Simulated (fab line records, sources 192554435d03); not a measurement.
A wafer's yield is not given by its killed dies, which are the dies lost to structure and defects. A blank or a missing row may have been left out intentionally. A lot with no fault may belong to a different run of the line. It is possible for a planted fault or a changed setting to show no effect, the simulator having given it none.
Lot-split experiment | flow n5Finfet | on a route of 1938 steps: 7 lots, 39 wafers read

== SPLIT DETAILS ==
At N5_SD_EPI_N_ETCH_16 (etches SiO2 in CHF3/O2, target depth 5 nm), the setting targetDepthA was moved away from the recipe's 50 angstrom on 18 of the 39 wafers read, by -44.3% to +57.7%. This setting was run at the recipe's value on the other wafers.

The split's own step is where the reading is taken.

== THE READING ==
SiARC_of_SD_EPI_N_COAT_33.thkNm (the simulator's own value, which no gauge read), in nm, at N5_SD_EPI_N_ETCH_16 (etches SiO2 in CHF3/O2, target depth 5 nm). No usual value for it is given in the file. The 21 wafers here that ran the recipe average 12.3 nm, standard deviation 0.3 nm.

wafer  | tool, chamber at the split | targetDepthA as run, angstrom | against the recipe | SiARC_of_SD_EPI_N_COAT_33.thkNm, nm | against lot-mates on the recipe
L075.1 | rieDiel-03, 3              | 27.83                         | -44.3%             | 13.8                                | +1.3
L075.2 | rieDiel-03, 2              | 50                            | recipe             | 12.6                                | -
L075.3 | rieDiel-03, 0              | 27.83                         | -44.3%             | 13.4                                | +0.9
L075.4 | rieDiel-03, 0              | 27.83                         | -44.3%             | 13.6                                | +1.1
L075.5 | rieDiel-03, 2              | 50                            | recipe             | 12.6                                | -
L075.6 | rieDiel-03, 3              | 50                            | recipe             | 12.2                                | -
L081.1 | rieDiel-01, 0              | 29.62                         | -40.8%             | 13.8                                | +1.7
L081.2 | rieDiel-01, 3              | 29.62                         | -40.8%             | 13.4                                | +1.3
L081.3 | rieDiel-01, 2              | 29.62                         | -40.8%             | 13.8                                | +1.7
L081.4 | rieDiel-01, 1              | 50                            | recipe             | 12                                  | -
L081.5 | rieDiel-01, 0              | 50                            | recipe             | 12.4                                | -
L081.6 | rieDiel-01, 1              | 50                            | recipe             | 11.8                                | -
L083.1 | rieDiel-03, 0              | 78.85                         | +57.7%             | 10.2                                | -2.1
L083.2 | rieDiel-03, 3              | 50                            | recipe             | 12.4                                | -
L083.3 | rieDiel-03, 2              | 50                            | recipe             | 12.6                                | -
L083.4 | rieDiel-03, 3              | 78.85                         | +57.7%             | 10.4                                | -1.9
L083.5 | rieDiel-03, 0              | 50                            | recipe             | 12                                  | -
L083.6 | rieDiel-03, 2              | 78.85                         | +57.7%             | 10.8                                | -1.5
L084.1 | rieDiel-03, 2              | 34.58                         | -30.8%             | 13.8                                | +1.3
L084.2 | rieDiel-03, 3              | 50                            | recipe             | 12.6                                | -
L084.3 | rieDiel-03, 0              | 50                            | recipe             | 12.2                                | -
L084.4 | rieDiel-03, 3              | 34.58                         | -30.8%             | 13.6                                | +1.1
L084.5 | rieDiel-03, 2              | 50                            | recipe             | 12.8                                | -
L084.6 | rieDiel-03, 0              | 34.58                         | -30.8%             | 13.4                                | +0.9
L086.1 | rieDiel-01, 2              | 60.47                         | +20.9%             | 11.6                                | -0.9
L086.2 | rieDiel-01, 1,3            | 60.47                         | +20.9%             | 11.4                                | -1.1
L086.6 | rieDiel-01, 1,3            | 60.47                         | +20.9%             | 11.4                                | -1.1
L086.3 | rieDiel-01, 0              | 50                            | recipe             | 12.6                                | -
L086.4 | rieDiel-01, 3              | 50                            | recipe             | 12                                  | -
L086.5 | rieDiel-01, 0              | 50                            | recipe             | 12.8                                | -
L089.1 | rieDiel-01, 0              | 66.51                         | +33.0%             | 11                                  | -1.0
L089.2 | rieDiel-01, 2              | 50                            | recipe             | 12.2                                | -
L089.3 | rieDiel-01, 1              | 66.51                         | +33.0%             | 10.8                                | -1.2
L089.4 | rieDiel-01, 3              | 50                            | recipe             | 12                                  | -
L089.5 | rieDiel-01, 3              | 50                            | recipe             | 11.8                                | -
L089.6 | rieDiel-01, 2              | 66.51                         | +33.0%             | 11                                  | -1.0
L093.3 | rieDiel-01, 2              | 50                            | recipe             | 12.4                                | -
L093.5 | rieDiel-01, 2              | 50                            | recipe             | 12.4                                | -
L093.6 | rieDiel-01, 3              | 50                            | recipe             | 12.2                                | -
Rows listing several chambers each stand for several wafers; the file does not say which wafer went through which chamber.

THE FIT
A straight line over all 39 wafers: SiARC_of_SD_EPI_N_COAT_33.thkNm changes by -0.0341 nm for each +1% of targetDepthA; r = -0.96; the points scatter about the line by 0.28 nm.
The same after taking each lot's own level away (the mean of its wafers on the recipe; 39 wafers): -0.0331 nm for each +1%; r = -0.96; scatter 0.26 nm.
On that fit, the largest move of targetDepthA shifts the reading by 1.9 nm.
Measured against the standard deviation above, the lots' own levels, which go from 12.00 to 12.53 nm, span 1.8 times it.
Consequently the slope shifts little with the lot-to-lot level, the two slopes agreeing.
Check: -1.9 nm against its lot-mates is what the line predicts for one of the wafers moved furthest among these (+57.7%) when that wafer is left out of the fit. Against them it came out at -2.13 nm.

== THE WHOLE CHAIN: every reading that the file lists as answering this split, in the file's order ==
step                | what it does                              | reading                                                                          | change (the file's fit)                | r (the file's)
N5_SD_EPI_N_ETCH_16 | etches SiO2 in CHF3/O2, target depth 5 nm | etch.depthNm (the simulator's own value, which no gauge read)                    | +0.0501 nm for each +1% of the setting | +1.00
N5_SD_EPI_N_ETCH_16 | etches SiO2 in CHF3/O2, target depth 5 nm | SiARC_of_SD_EPI_N_COAT_33.thkNm (the simulator's own value, which no gauge read) | -0.0331 nm for each +1% of the setting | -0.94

== FILE'S OWN FIT ==
SiARC_of_SD_EPI_N_COAT_33.thkNm changes by -0.0331 nm for each +1% of targetDepthA, r = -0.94.
